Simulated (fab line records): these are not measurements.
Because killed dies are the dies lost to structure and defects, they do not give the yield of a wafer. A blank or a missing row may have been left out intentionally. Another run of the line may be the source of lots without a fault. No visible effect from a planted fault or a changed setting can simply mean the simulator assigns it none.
Which tool is to blame?    flow n5_finfet    28 wafers from 10 lots sampled at 5 of the route's 1938 steps

== WHAT THE GAUGES READ, wafer by wafer ==
No reading from a measuring or inspecting step in the record can be judged against a usual standard deviation.

== WHICH TOOL RAN EACH LOT (tool, then ch and the chambers of the sampled wafers, then the start) ==
lot   N5_BEOL_M9_ETCH_61                  N5_BEOL_M9_ETCH_76                  N5_BEOL_M9_ETCH_66                  N5_BEOL_M9_STRIP_36                 N5_PASSIVATION_PROBE_49
L155  rie_diel-02 ch 1,2,3, day 9 11:55   rie_diel-02 ch 1,2,3, day 9 15:31   rie_diel-02 ch 1,2,3, day 9 15:33   rie_diel-02 ch 1,2,3, day 9 15:43   -
L157  rie_diel-04 ch 0,3, day 10 10:10    rie_diel-02 ch 2,3, day 10 11:13    rie_diel-02 ch 2,3, day 10 11:16    rie_diel-02 ch 2,3, day 10 11:26    prober-01, day 12 14:28
L160  rie_diel-04 ch 0,1,3, day 10 15:53  rie_diel-02 ch 0,2,3, day 10 17:07  rie_diel-02 ch 0,2,3, day 10 17:10  rie_diel-02 ch 0,2,3, day 10 17:20  -
L161  rie_diel-04 ch 1,2, day 10 20:16    rie_diel-02 ch 1,2, day 10 21:16    rie_diel-02 ch 1,2, day 10 21:19    rie_diel-02 ch 1,2, day 10 21:29    -
L163  rie_diel-03 ch 1, day 11 08:38      rie_diel-02 ch 0, day 11 10:03      rie_diel-02 ch 0, day 11 10:06      rie_diel-02 ch 0, day 11 10:16      prober-01, day 13 17:25
L164  rie_diel-02 ch 0,3, day 11 12:14    rie_diel-02 ch 1,2,3, day 11 13:16  rie_diel-02 ch 1,2,3, day 11 13:19  rie_diel-02 ch 1,2,3, day 11 13:28  prober-02, day 13 21:16
L174  rie_diel-04 ch 2,3, day 16 02:31    rie_diel-02 ch 0,2,3, day 16 04:18  rie_diel-02 ch 0,2,3, day 16 04:20  rie_diel-02 ch 0,2,3, day 16 04:31  -
L175  rie_diel-02 ch 0,3, day 16 12:41    rie_diel-04 ch 1,3, day 16 13:47    rie_diel-04 ch 1,3, day 16 13:50    rie_diel-04 ch 1,3, day 16 13:59    prober-01, day 19 18:54
L177  rie_diel-03 ch 0,2,3, day 16 15:25  rie_diel-03 ch 0,2,3, day 16 16:35  rie_diel-03 ch 0,2,3, day 16 16:40  rie_diel-03 ch 0,2,3, day 16 16:49  -
L172  rie_diel-02 ch 0,1,2, day 16 21:01  rie_diel-03 ch 0,2,3, day 16 22:11  rie_diel-03 ch 0,2,3, day 16 22:13  rie_diel-03 ch 0,2,3, day 16 22:23  -
- N5_BEOL_M9_ETCH_61: etches SiARC in CF4, target depth 39 nm, time 65 s.
- N5_BEOL_M9_ETCH_76: etches underlayer in N2/H2, target depth 6.5 nm, time 5.2 s.
- N5_BEOL_M9_ETCH_66: etches SOC in N2/H2, target depth 80 nm, overetch 16 nm, time 120 s.
- N5_BEOL_M9_STRIP_36: strips in N2/H2.
- N5_PASSIVATION_PROBE_49

== WHAT THE TOOLS THEMSELVES READ (means of the sampled wafers that have a number; where no wafer has one, the mark that the record gives instead) ==
N5_BEOL_M9_ETCH_61.
lot   tool         drypump_motor_current_A (A)  etch_rf_on_time_s (s)  oes_product_au (a.u.)  rf_vpp_V (V)  showerhead_plenum_p_Torr (Torr)  throttle_valve_pct (%)
L155  rie_diel-02  6.1                          65.8                   0.69                   184.5         2.19                             15.42
L157  rie_diel-04  5.8                          64.7                   0.70                   184.0         2.09                             15.47
L160  rie_diel-04  5.6                          64.5                   0.68                   183.6         2.09                             15.57
L161  rie_diel-04  5.8                          65.1                   0.63                   183.2         2.11                             15.62
L163  rie_diel-03  5.2                          64.7                   0.76                   185.9         2.19                             15.61
L164  rie_diel-02  6.0                          64.6                   0.64                   184.4         2.16                             15.61
L174  rie_diel-04  6.0                          64.8                   0.76                   183.0         2.10                             15.25
L175  rie_diel-02  5.9                          64.4                   0.64                   183.7         2.17                             15.62
L177  rie_diel-03  5.6                          66.1                   0.68                   184.2         2.11                             15.73
L172  rie_diel-02  6.3                          65.2                   0.61                   183.5         2.12                             15.59

N5_BEOL_M9_ETCH_76.
lot   tool         drypump_motor_current_A (A)  etch_rf_on_time_s (s)  oes_product_au (a.u.)  rf_vpp_V (V)  showerhead_plenum_p_Torr (Torr)  throttle_valve_pct (%)
L155  rie_diel-02  6.1                          5.24                   0.69                   525.7         2.59                             17.62
L157  rie_diel-02  5.8                          5.27                   0.73                   525.6         2.65                             17.59
L160  rie_diel-02  6.0                          5.21                   0.68                   524.9         2.59                             17.66
L161  rie_diel-02  6.4                          5.31                   0.67                   524.3         2.55                             17.61
L163  rie_diel-02  6.3                          5.19                   0.60                   522.8         2.51                             17.82
L164  rie_diel-02  6.1                          5.23                   0.66                   526.8         2.59                             17.65
L174  rie_diel-02  6.1                          5.19                   0.65                   523.7         2.57                             17.71
L175  rie_diel-04  5.8                          5.17                   0.67                   521.9         2.46                             17.90
L177  rie_diel-03  5.6                          5.27                   0.68                   523.0         2.49                             17.98
L172  rie_diel-03  5.6                          5.23                   0.68                   522.5         2.49                             17.99

N5_BEOL_M9_ETCH_66.
lot   tool         drypump_motor_current_A (A)  oes_product_au (a.u.)  rf_vpp_V (V)  run_length_s (s)  showerhead_plenum_p_Torr (Torr)  throttle_valve_pct (%)
L155  rie_diel-02  6.1                          0.62                   525.8         143.5             2.59                             17.57
L157  rie_diel-02  5.8                          0.65                   527.3         143.6             2.64                             17.55
L160  rie_diel-02  6.1                          0.61                   525.1         143.3             2.59                             17.62
L161  rie_diel-02  6.3                          0.60                   524.1         143.2             2.55                             17.57
L163  rie_diel-02  6.3                          0.52                   523.9         151.2             2.51                             17.77
L164  rie_diel-02  6.1                          0.58                   526.4         154.1             2.59                             17.60
L174  rie_diel-02  6.1                          0.59                   524.5         143.4             2.57                             17.68
L175  rie_diel-04  5.8                          0.60                   521.1         143.2             2.46                             17.86
L177  rie_diel-03  5.6                          0.62                   522.3         143.5             2.49                             17.94
L172  rie_diel-03  5.6                          0.61                   522.5         143.6             2.49                             17.94

N5_BEOL_M9_STRIP_36.
lot   tool         drypump_motor_current_A (A)  oes_product_au (a.u.)  power_w (W)  rf_vpp_V (V)  showerhead_plenum_p_Torr (Torr)  throttle_valve_pct (%)
L155  rie_diel-02  6.1                          0.81                   450.5        59.2          2.59                             23.40
L157  rie_diel-02  5.8                          0.86                   451.3        57.8          2.64                             23.36
L160  rie_diel-02  6.0                          0.81                   450.4        59.2          2.59                             23.37
L161  rie_diel-02  6.3                          0.80                   450.0        59.6          2.55                             23.37
L163  rie_diel-02  6.3                          0.69                   449.7        59.5          2.50                             23.45
L164  rie_diel-02  6.1                          0.80                   449.1        59.8          2.58                             23.41
L174  rie_diel-02  6.1                          0.77                   449.5        58.8          2.57                             23.43
L175  rie_diel-04  5.8                          0.80                   449.4        59.1          2.45                             23.70
L177  rie_diel-03  5.6                          0.80                   450.5        59.3          2.49                             23.75
L172  rie_diel-03  5.6                          0.80                   450.4        58.7          2.49                             23.78

N5_PASSIVATION_PROBE_49.
lot   tool       defect_limited_yield (%)  killed_at_M0_to_M3  killed_at_M4_up  killed_at_contacts  killed_at_front_end  killed_at_other  killed_dies  killed_open  killed_short  sort_bin_5_function (%)  sort_bin_6_memory (%)  sort_n_pass  sort_yield_pct (%)
L157  prober-01  90.3                      41                  9                18                  43                   2.7              114          70           43            5.4                      3.9                    1066         90.3
L163  prober-01  89.7                      31                  24               16                  46                   5.0              122          82           40            6.3                      3.5                    1058         89.7
L164  prober-02  89.8                      33                  23               17                  45                   2.0              120          83           37            6.2                      3.5                    1060         89.8
L175  prober-01  91.2                      44                  12               10                  37                   2.0              104          68           36            5.2                      3.3                    1076         91.2

== THE ANSWER, worked out from the rows above alone ==
Rule: what is usual is taken from the lots themselves. The widest of any qualifying gaps counts: lots, ordered by their means at a reading, are off when they make up no more than a third of the lots, leave a main group of 4 or more, and stand apart from it by 3 or more times the standard deviation of that group's means. A main group is skipped when, at the precision printed for the reading in the tables above, its means are all equal. A lot without any number at a reading at which 4 lots or more have one is off too. All remaining lots with rows at the step are treated as sound. First the gauges in route order, then the tools' own readings, where a lot's mean is used as printed above. At the first step where some lot is off, the reading lying furthest off is the one used; lots without a number count as furthest.
Off at N5_BEOL_M9_ETCH_66 (run_length_s): L163, L164. For the main group the mean is 143.4 s and the standard deviation 0.15.
If a tool, at that step or one of the process steps before it, ran each lot that is off and ran no sound lot following the first of them, it fits. None of those tried fits.

== WHAT WAS PUT IN BY THE SIMULATOR ==
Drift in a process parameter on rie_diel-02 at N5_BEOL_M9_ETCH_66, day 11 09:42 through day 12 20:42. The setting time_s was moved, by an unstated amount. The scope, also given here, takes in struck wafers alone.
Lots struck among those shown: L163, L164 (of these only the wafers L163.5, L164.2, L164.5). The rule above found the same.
